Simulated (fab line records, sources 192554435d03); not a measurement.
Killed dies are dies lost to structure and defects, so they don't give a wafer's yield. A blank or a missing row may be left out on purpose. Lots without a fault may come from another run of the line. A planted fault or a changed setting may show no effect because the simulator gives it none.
Split-lot experiment | flow n5_finfet | 7 lots, 21 wafers read, on a route of 1938 steps

THE SPLIT
At N5_BEOL_M5_ETCH_62 (etches SOC in N2/H2, target depth 75 nm, overetch 15 nm, time 112.5 s), the setting source_w was moved away from the recipe's 840 W on 7 of the 21 wafers read, by -13.2% to +5.7%. The other wafers ran this setting at the recipe's value.

The reading is taken at the split's own step.

THE READING
rf_vpp_V, in V, at N5_BEOL_M5_ETCH_62 (etches SOC in N2/H2, target depth 75 nm, overetch 15 nm, time 112.5 s). Fault-free wafers of this fab line usually give 524.2 V, standard deviation 2.7 V.

wafer  | tool, chamber at the split | source_w as run, W | against the recipe | rf_vpp_V, V | against lot-mates on the recipe
L076.1 | rie_diel-03, 2             | 840                | recipe             | 524.0       | -
L076.2 | rie_diel-03, 1             | 762.6              | -9.2%              | 543.7       | +18.3
L076.5 | rie_diel-03, 1             | 840                | recipe             | 526.8       | -
L077.4 | rie_diel-01, 0             | 840                | recipe             | 528.5       | -
L077.5 | rie_diel-01, 2             | 840                | recipe             | 522.0       | -
L077.6 | rie_diel-01, 3             | 840                | recipe             | 522.1       | -
L082.1 | rie_diel-04, 3             | 729.4              | -13.2%             | 545.5       | +19.4
L082.2 | rie_diel-04, 0             | 840                | recipe             | 527.1       | -
L082.5 | rie_diel-04, 1             | 840                | recipe             | 525.1       | -
L084.2 | rie_diel-03, 3             | 840                | recipe             | 528.3       | -
L084.5 | rie_diel-03, 0             | 840                | recipe             | 519.4       | -
L084.6 | rie_diel-03, 1             | 840                | recipe             | 527.6       | -
L089.1 | rie_diel-03, 3             | 840                | recipe             | 528.4       | -
L089.4 | rie_diel-03, 1             | 888.1              | +5.7%              | 515.8       | -12.6
L089.6 | rie_diel-03, 1             | 888.1              | +5.7%              | 516.9       | -11.5
L094.1 | rie_diel-04, 3             | 758                | -9.8%              | 537.4       | +10.5
L094.2 | rie_diel-04, 1             | 758                | -9.8%              | 543.5       | +16.6
L094.4 | rie_diel-04, 0             | 840                | recipe             | 526.9       | -
L093.2 | rie_diel-04, 3             | 767.3              | -8.7%              | 536.5       | +10.7
L093.4 | rie_diel-04, 1             | 840                | recipe             | 525.4       | -
L093.5 | rie_diel-04, 1             | 840                | recipe             | 526.2       | -

THE FIT
A straight line over all 21 wafers: rf_vpp_V changes by -1.56 V for each +1% of source_w; r = -0.95; the points scatter about the line by 2.7 V.
The same after taking each lot's own level away (the mean of its wafers on the recipe; 21 wafers): -1.59 V for each +1%; r = -0.95; scatter 2.8 V.
On that fit, the largest move of source_w shifts the reading by 21 V.
The lots' own levels span 524.20 to 528.40 V, that is 1.6 times the standard deviation above.
So the lot-to-lot level changes the slope little: the two slopes agree.
Check: with one of the wafers moved furthest among these (-13.2%) left out of the fit, the line predicts +20.9 V for it against its lot-mates. It came out at +19.4 V against them.
Tool readings at the split's step, against how far the setting was moved: rf_vpp_V r = -0.95.

OTHER SPLITS ON THESE WAFERS
These wafers also went through other splits before the reading. Each is held against what the fit with the lots' levels taken away leaves over:
other split on the same wafers     | wafers away from the commonest value | r with rf_vpp_V (lot level and that fit taken away)
N5_BEOL_M3_EXPOSE_08 dose_mj       | 8                                    | -0.17
N5_BEOL_M4_TRENCH_ETCH_37 source_w | 4                                    | +0.05
N5_BEOL_M5_ETCH_72 bias_w          | 3                                    | +0.12

THE FILE'S OWN FIT
rf_vpp_V changes by -1.55 V for each +1% of source_w, r = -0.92.
